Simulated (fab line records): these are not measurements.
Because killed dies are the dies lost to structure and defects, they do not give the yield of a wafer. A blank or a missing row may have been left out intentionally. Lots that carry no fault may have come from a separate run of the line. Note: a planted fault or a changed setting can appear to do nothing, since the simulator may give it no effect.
Chamber matching    flow n5 finfet    N5_BEOL_M8_ETCH_72 on rie diel-06 has 4 sister chambers
The step etches underlayer in N2/H2, target depth 6.5 nm, time 5.2 s. 18 wafers are shown with their chamber, then 9 later ones without.

EACH WAFER AND ITS CHAMBER
wafer   chamber  showerhead plenum p Torr (Torr)  drypump motor current A (A)  throttle valve pct (%)
L076.1  2        2.58                             4.9                          18.08
L076.2  0        2.43                             5.7                          17.53
L076.5  2        2.58                             4.9                          18.12
L075.3  0        2.43                             5.8                          17.52
L075.4  2        2.58                             4.9                          18.10
L075.6  1        2.49                             5.7                          17.98
L079.1  1        2.49                             5.7                          17.98
L079.3  2        2.58                             4.9                          18.10
L079.5  1        2.49                             5.7                          17.99
L080.1  0        2.43                             5.7                          17.52
L080.4  0        2.43                             5.7                          17.51
L080.5  2        2.58                             4.9                          18.13
L078.1  1        2.48                             5.8                          17.98
L078.4  0        2.43                             5.7                          17.57
L078.5  0        2.42                             5.7                          17.56
L083.3  3        2.49                             6.0                          17.78
L083.5  3        2.49                             6.0                          17.76
L083.6  0        2.42                             5.8                          17.55

SIGNATURES, as means of the wafers listed above
reading                   chamber 0  chamber 1  chamber 2  chamber 3  scatter within a chamber
showerhead plenum p Torr  2.4271     2.4875     2.5800     2.4900     0.00394
drypump motor current A   5.729      5.725      4.900      6.000      0.0394
throttle valve pct        17.5371    17.9825    18.1060    17.7700    0.0188
Rule: for each reading, subtract the chamber's mean from the wafer's reading, divide by that reading's scatter and square the result; add these up over the readings and take the root, which gives the wafer's distance from the chamber. The wafer belongs to the nearest chamber; if the next one is less than 2 further off, it can't be placed. The scatter is the square root of a quotient: the sum, over the shown wafers, of each reading's squared deviation from its chamber's mean, divided by wafers minus chambers.

WAFERS WITH NO CHAMBER GIVEN
wafer   showerhead plenum p Torr (Torr)  drypump motor current A (A)  throttle valve pct (%)
L085.2  2.57                             4.9                          18.11
L085.3  2.49                             6.0                          17.82
L085.5  2.42                             5.8                          17.55
L091.1  2.57                             4.9                          18.18
L091.4  2.42                             5.8                          17.60
L091.5  2.48                             5.8                          17.63
L094.1  2.56                             4.9                          18.16
L094.2  2.48                             6.0                          17.81
L094.4  2.47                             5.8                          17.63

WHICH CHAMBER EACH ONE RAN IN
wafer    from the rows above       in truth
L085.2   2                         2
L085.3   3                         3
L085.5   0                         0
L091.1   2                         2
L091.4   0                         0
L091.5   3                         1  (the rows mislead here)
L094.1   2                         2
L094.2   3                         3
L094.4   can't be placed: 3 or 0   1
7 of 9 placed correctly. Not placeable from these rows: 1 (in 0, the candidates include the true chamber). Wrongly placed: 1.
